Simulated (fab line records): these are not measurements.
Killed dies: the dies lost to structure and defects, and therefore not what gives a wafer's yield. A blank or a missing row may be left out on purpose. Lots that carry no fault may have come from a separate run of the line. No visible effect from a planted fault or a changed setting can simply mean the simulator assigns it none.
Which tool was responsible?	flow nandHarc	42 wafers from 14 lots sampled at 4 of the route's 1302 steps

== WHAT THE GAUGES SHOWED, per wafer ==
The record holds no reading of a measuring or inspecting step that can be judged against a usual standard deviation.

== TOOL THAT RAN EACH LOT (tool first, then ch and the chambers of the sampled wafers, then the start) ==
lot	NHARC_THIN_TSV_EXPOSE_09	NHARC_THIN_TSV_ETCH_44	NHARC_THIN_TSV_ETCH_15	NHARC_THIN_TSV_DEP_47
L223	krfScanner-01 ch 0, day 23 19:52	rieDiel-11 ch 0,1, day 23 20:25	rieSi-05 ch 0,2,3, day 23 21:14	pecvd-04 ch 1,2, day 23 22:17
L227	krfScanner-04 ch 0, day 25 04:19	rieDiel-07 ch 0,2,3, day 25 04:42	rieSi-04 ch 0,2,3, day 25 05:16	pecvd-02 ch 0,1, day 25 06:29
L225	krfScanner-02 ch 0, day 25 06:46	rieDiel-07 ch 2,3, day 25 07:10	rieSi-05 ch 0,3, day 25 07:44	pecvd-02 ch 0,1,2, day 25 08:47
L233	krfScanner-01, day 27 07:26	rieDiel-09 ch 0,1,3, day 27 07:56	rieSi-05 ch 0,1,2, day 27 08:24	pecvd-02 ch 0,1, day 27 09:29
L232	krfScanner-04, day 27 08:35	rieDiel-09 ch 0,2,3, day 27 09:02	rieSi-03 ch 0,1,2, day 27 09:34	pecvd-01 ch 0,1,2, day 27 10:41
L235	krfScanner-02 ch 0, day 28 20:34	rieDiel-11 ch 0,3, day 28 21:01	rieSi-04 ch 1,2,3, day 28 21:34	pecvd-04 ch 0,1,2, day 28 22:37
L236	krfScanner-01 ch 0, day 29 09:28	rieDiel-11 ch 1,2, day 29 09:52	rieSi-04 ch 0,1,3, day 29 10:28	pecvd-02 ch 1,2, day 29 11:27
L238	krfScanner-01 ch 0, day 29 18:28	rieDiel-07 ch 0,1,2, day 29 18:56	rieSi-03 ch 0,1,2, day 29 19:26	pecvd-02 ch 0,2, day 29 20:28
L239	krfScanner-01 ch 0, day 30 03:19	rieDiel-11 ch 0,2,3, day 30 03:50	rieSi-05 ch 1,2, day 30 04:17	pecvd-04 ch 0,1, day 30 05:17
L242	krfScanner-02 ch 0, day 30 20:52	rieDiel-11 ch 1,2, day 30 21:16	rieSi-03 ch 1,2,3, day 30 21:52	pecvd-04 ch 0,2, day 30 22:51
L241	krfScanner-02 ch 0, day 31 00:58	rieDiel-07 ch 0,3, day 31 01:25	rieSi-03 ch 1,2,3, day 31 01:58	pecvd-04 ch 0,1, day 31 03:05
L243	krfScanner-02 ch 0, day 32 02:17	rieDiel-09 ch 0,1, day 32 02:43	rieSi-03 ch 0,2,3, day 32 03:16	pecvd-04 ch 0,1,2, day 32 04:23
L245	krfScanner-04 ch 0, day 32 14:55	rieDiel-11 ch 0,1,2, day 32 15:27	rieSi-05 ch 1,3, day 32 15:55	pecvd-01 ch 1,2, day 32 16:56
L246	krfScanner-02 ch 0, day 33 05:43	rieDiel-07 ch 1,2,3, day 33 06:14	rieSi-04 ch 0,2,3, day 33 06:43	pecvd-04 ch 0,1,2, day 33 07:52
- NHARC_THIN_TSV_EXPOSE_09: exposes mask TSV.
- NHARC_THIN_TSV_ETCH_44: etches the open film in CF4/O2, target depth 1594.2 nm, time 797.1 s.
- NHARC_THIN_TSV_ETCH_15: target depth 3000 nm, bosch target overetch cycles 2, bosch etch step 2.8 s.
- NHARC_THIN_TSV_DEP_47: deposits SiO2, target thk 200 nm.

== WHAT THE TOOLS THEMSELVES READ (means of the sampled wafers that have a number; where no wafer has one, the mark that the record gives instead) ==
NHARC_THIN_TSV_EXPOSE_09. Usual: exposureDoseMJCm2 30.703, standard deviation 0.027; focusOffsetNm 0.0 nm, standard deviation 0.52.
lot	tool	exposureDoseMJCm2	focusOffsetNm (nm)	flag
L223	krfScanner-01	30.685	-0.2	
L227	krfScanner-04	30.731	-0.4	
L225	krfScanner-02	30.679	0.5	
L233	krfScanner-01	-	-	OFF
L232	krfScanner-04	-	-	OFF
L235	krfScanner-02	30.701	0.1	
L236	krfScanner-01	30.688	-0.0	
L238	krfScanner-01	30.665	0.0	
L239	krfScanner-01	30.722	-0.8	
L242	krfScanner-02	30.709	-0.6	
L241	krfScanner-02	30.708	-0.5	
L243	krfScanner-02	30.728	0.1	
L245	krfScanner-04	30.675	0.3	
L246	krfScanner-02	30.679	-0.4	

NHARC_THIN_TSV_ETCH_44. Usual: drypumpMotorCurrentA 5.7 A, standard deviation 0.52; oesProductAu 0.998 a.u., standard deviation 0.0097; rfFwdPowerW 299.7 W, standard deviation 0.92; rfVppV 794 V, standard deviation 4.5; showerheadPlenumPTorr 1.82 Torr, standard deviation 0.073; throttleValvePct 16.915 %, standard deviation 0.01.
lot	tool	drypumpMotorCurrentA (A)	oesProductAu (a.u.)	rfFwdPowerW (W)	rfVppV (V)	showerheadPlenumPTorr (Torr)	throttleValvePct (%)	flag
L223	rieDiel-11	5.9	0.994	299.9	792	1.79	16.917	
L227	rieDiel-07	5.5	1.002	300.6	793	1.81	16.926	
L225	rieDiel-07	5.6	1.000	299.2	794	1.80	16.916	
L233	rieDiel-09	5.8	0.995	300.2	793	1.81	16.921	
L232	rieDiel-09	5.8	1.006	299.2	793	1.82	16.912	
L235	rieDiel-11	5.4	0.981	299.4	788	1.74	16.921	
L236	rieDiel-11	5.8	1.001	299.3	800	1.93	16.916	
L238	rieDiel-07	5.9	0.998	300.1	796	1.85	16.916	
L239	rieDiel-11	5.6	0.999	300.4	793	1.81	16.918	
L242	rieDiel-11	5.9	1.008	300.0	800	1.93	16.912	
L241	rieDiel-07	5.2	1.005	299.5	793	1.81	16.913	
L243	rieDiel-09	5.9	0.997	299.3	788	1.73	16.913	
L245	rieDiel-11	5.9	1.001	299.7	797	1.86	16.922	
L246	rieDiel-07	6.1	0.999	299.6	795	1.84	16.908	

NHARC_THIN_TSV_ETCH_15. Usual: drypumpMotorCurrentA reads 5.5 A (standard deviation 0.44).
lot	tool	drypumpMotorCurrentA (A)	flag
L223	rieSi-05	5.3	
L227	rieSi-04	5.8	
L225	rieSi-05	5.1	
L233	rieSi-05	5.4	
L232	rieSi-03	5.8	
L235	rieSi-04	5.7	
L236	rieSi-04	5.4	
L238	rieSi-03	5.8	
L239	rieSi-05	5.5	
L242	rieSi-03	5.8	
L241	rieSi-03	5.8	
L243	rieSi-03	5.7	
L245	rieSi-05	4.9	
L246	rieSi-04	5.8	

NHARC_THIN_TSV_DEP_47. Usual: rfFwdPowerW 899.0 W, standard deviation 2.6; throttleValvePct 16.2 %, standard deviation 0.3.
lot	tool	rfFwdPowerW (W)	throttleValvePct (%)	flag
L223	pecvd-04	900.8	16.4	
L227	pecvd-02	896.8	16.0	
L225	pecvd-02	899.0	16.2	
L233	pecvd-02	899.9	16.0	
L232	pecvd-01	897.6	16.5	
L235	pecvd-04	897.1	16.0	
L236	pecvd-02	899.3	15.9	
L238	pecvd-02	900.5	15.9	
L239	pecvd-04	898.4	15.9	
L242	pecvd-04	897.3	16.1	
L241	pecvd-04	895.9	16.2	
L243	pecvd-04	896.6	16.2	
L245	pecvd-01	898.9	16.4	
L246	pecvd-04	899.9	16.1	

== THE ANSWER, worked out from the rows above alone ==
Rule: a lot counts as off when the mean over its wafers that have a number is more than 3 standard deviations away from the usual mean. A lot without any number at a reading at which 4 lots or more have one is off too. Any other lot the step has rows for is counted as sound. First the gauges in route order, then the tools' own readings, where a lot's mean is used as printed above. The first step at which some lot is off is used, and at that step the reading that is off furthest; a lot without a number counts as furthest.
Off, at NHARC_THIN_TSV_EXPOSE_09 on exposureDoseMJCm2: L233, L232. Without a number there: L233, L232.
If a tool, at that step or one of the process steps before it, ran each lot that is off and ran no sound lot following the first of them, it fits. Not one of the candidates tried fits.

== WHAT THE SIMULATOR PUT IN ==
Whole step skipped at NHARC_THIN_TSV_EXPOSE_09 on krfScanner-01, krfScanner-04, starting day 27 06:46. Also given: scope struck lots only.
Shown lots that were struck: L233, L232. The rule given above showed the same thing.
